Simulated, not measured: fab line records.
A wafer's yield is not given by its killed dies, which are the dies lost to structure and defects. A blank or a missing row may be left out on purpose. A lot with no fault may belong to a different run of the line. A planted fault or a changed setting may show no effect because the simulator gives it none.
Matching of chambers | flow n5-finfet | 4 sister chambers for N5_BEOL_M1_ETCHBACK_99 on rie-diel-02
The step etches SiO2 in CHF3, target depth 5 nm, time 10.4 s. 16 wafers are shown with their chamber, then 8 later ones without.

EACH WAFER AND ITS CHAMBER
wafer  | chamber | showerhead-plenum-p-Torr (Torr) | drypump-motor-current-A (A) | throttle-valve-pct (%)
L079.4 | 2       | 2.20                            | 5.1                         | 17.04
L079.5 | 3       | 2.07                            | 5.7                         | 17.19
L079.6 | 0       | 2.02                            | 4.8                         | 17.47
L083.2 | 3       | 2.07                            | 5.7                         | 17.18
L083.3 | 2       | 2.20                            | 5.0                         | 17.04
L083.6 | 1       | 2.26                            | 6.4                         | 16.90
L087.1 | 1       | 2.26                            | 6.4                         | 16.94
L087.2 | 3       | 2.07                            | 5.7                         | 17.19
L087.3 | 2       | 2.20                            | 5.0                         | 17.03
L087.4 | 0       | 2.01                            | 4.8                         | 17.48
L087.5 | 3       | 2.07                            | 5.7                         | 17.21
L087.6 | 2       | 2.20                            | 5.0                         | 17.05
L089.1 | 3       | 2.07                            | 5.7                         | 17.22
L089.2 | 2       | 2.20                            | 5.0                         | 17.03
L089.4 | 0       | 2.01                            | 4.8                         | 17.49
L090.3 | 0       | 2.01                            | 4.8                         | 17.50

SIGNATURES (means of the wafers above)
reading                  | chamber 0 | chamber 1 | chamber 2 | chamber 3 | scatter within a chamber
showerhead-plenum-p-Torr | 2.0125    | 2.2600    | 2.2000    | 2.0700    | 0.0025
drypump-motor-current-A  | 4.800     | 6.400     | 5.020     | 5.700     | 0.0258
throttle-valve-pct       | 17.4850   | 16.9200   | 17.0380   | 17.1980   | 0.0149
Rule: for each reading, subtract the chamber's mean from the wafer's reading, divide by that reading's scatter and square the result; add these up over the readings and take the root, which gives the wafer's distance from the chamber. If the next closest chamber is less than 2 further off than the closest, the wafer can't be placed; otherwise it belongs to the closest. The scatter is the square root of a quotient: the sum, over the shown wafers, of each reading's squared deviation from its chamber's mean, divided by wafers minus chambers.

WAFERS WITHOUT THEIR CHAMBER
wafer  | showerhead-plenum-p-Torr (Torr) | drypump-motor-current-A (A) | throttle-valve-pct (%)
L090.4 | 2.07                            | 5.7                         | 17.22
L090.6 | 2.01                            | 4.8                         | 17.51
L092.1 | 2.20                            | 5.0                         | 17.05
L092.2 | 2.07                            | 5.7                         | 17.22
L092.3 | 2.25                            | 6.4                         | 16.93
L092.4 | 2.20                            | 5.1                         | 17.06
L092.5 | 2.25                            | 6.4                         | 16.92
L092.6 | 2.07                            | 5.7                         | 17.23

CHAMBER TAKEN BY EACH
wafer  | from the rows above | in truth
L090.4 | 3                   | 3
L090.6 | 0                   | 0
L092.1 | 2                   | 2
L092.2 | 3                   | 3
L092.3 | 1                   | 1
L092.4 | 2                   | 2
L092.5 | 1                   | 1
L092.6 | 3                   | 3
8 of 8 placed correctly. From these rows, 0 cannot be placed. 0 placed wrongly.
